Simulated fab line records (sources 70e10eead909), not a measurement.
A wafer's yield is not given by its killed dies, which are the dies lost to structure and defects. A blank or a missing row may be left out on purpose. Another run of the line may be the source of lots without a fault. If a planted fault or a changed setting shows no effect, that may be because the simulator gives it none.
Comparing a struck lot with a sound one    flow nandHarc    14 out of 1302 route steps
Sound: the wafers L931.3, L931.5, L931.6. Struck: wafers L935.1, L935.2, L935.3. The cause comes at the end.
Each step with rows lists, per side, the tool, then ch with its chambers, then its first start. Under that, the readings that differ: sound wafers    struck wafers    difference of the means    sigmas: that difference in standard deviations of wafers without a fault.
alike: readings with means less than 2 such deviations apart, plus words and numbers identical on both sides. not compared: withheld readings, readings lacking a value on some wafer, bounds such as >300 that could conceal the same value, and numbers that have no deviation in the record and whose values overlap.
A row with sigmas, a row that says differs or no value, or rows on one side alone: a step with any of these is where the two part. Numbers that don't overlap but have no deviation are shown without sigmas and don't part them. Lack of a reading on every wafer of one side parts them only where that side has two or more wafers.

NHARC_P_M2_PRE_CLEAN_32: time 12 s.
  sound on pecvd-04 ch 0,1,2, day 11 10:39; struck on pecvd-03 ch 0,1,2, day 13 07:34
  alike: heaterPowerW
NHARC_P_M2_DEP_33: deposits SiCN, target thk 30 nm.
  sound on pecvd-04 ch 0,1,2, day 11 10:46; struck on pecvd-03 ch 0,1,2, day 13 07:39
reading           sound        struck       difference  sigmas
heaterPowerW (W)  688 772 521  459 507 483  -177        -2
NHARC_P_BONDPAD_DEP_00: deposits SiCN, target thk 250 nm.
  sound on pecvd-02 ch 0,1,2, day 11 11:10; struck on pecvd-02 ch 0,1,2, day 13 08:04
  alike: heaterPowerW
NHARC_P_BONDPAD_CMP_32: polishes SiCN, target thk 200 nm.
  sound on cmp-04 ch 2,3, day 11 11:34; struck on cmp-04 ch 0,2,3, day 13 08:28
  alike: motorCurrentA, retainingRingPressureFrac
NHARC_P_BONDPAD_THK_MEAS_33: measures by ellipsometry.
  sound: filmMetro-02 at day 11 11:47; struck: filmMetro-01 at day 13 08:43
  alike: thkNm
then, 7 steps without rows for these wafers: NHARC_P_BONDPAD_SRD_34; NHARC_P_BONDPAD_DEHYDRATE_01 (time 120 s); NHARC_P_BONDPAD_HMDS_02 (time 30 s); NHARC_P_BONDPAD_COAT_36 (time 65 s); NHARC_P_BONDPAD_COAT_03 (resist thk 600 nm); NHARC_P_BONDPAD_SOFTBAKE_04 (time 70 s); NHARC_P_BONDPAD_EBR_05.
NHARC_P_BONDPAD_EXPOSE_06: exposes mask P BPAD.
  sound on krfScanner-01 ch 0, day 11 12:13; struck on krfScanner-02, day 13 09:08
  no value came back on the struck wafers for exposureDoseMJCm2, focusOffsetNm (nm), na; on the sound wafers exposureDoseMJCm2 reads 36.99 37.03 37.05
  alike: mask
then, 1 step without rows for these wafers: NHARC_P_BONDPAD_PEB_07 (peb time 80 s).

== WHERE THEY PART ==
First at NHARC_P_M2_DEP_33; last, within this record, at NHARC_P_BONDPAD_EXPOSE_06.

WHY: what had been put in by the simulator
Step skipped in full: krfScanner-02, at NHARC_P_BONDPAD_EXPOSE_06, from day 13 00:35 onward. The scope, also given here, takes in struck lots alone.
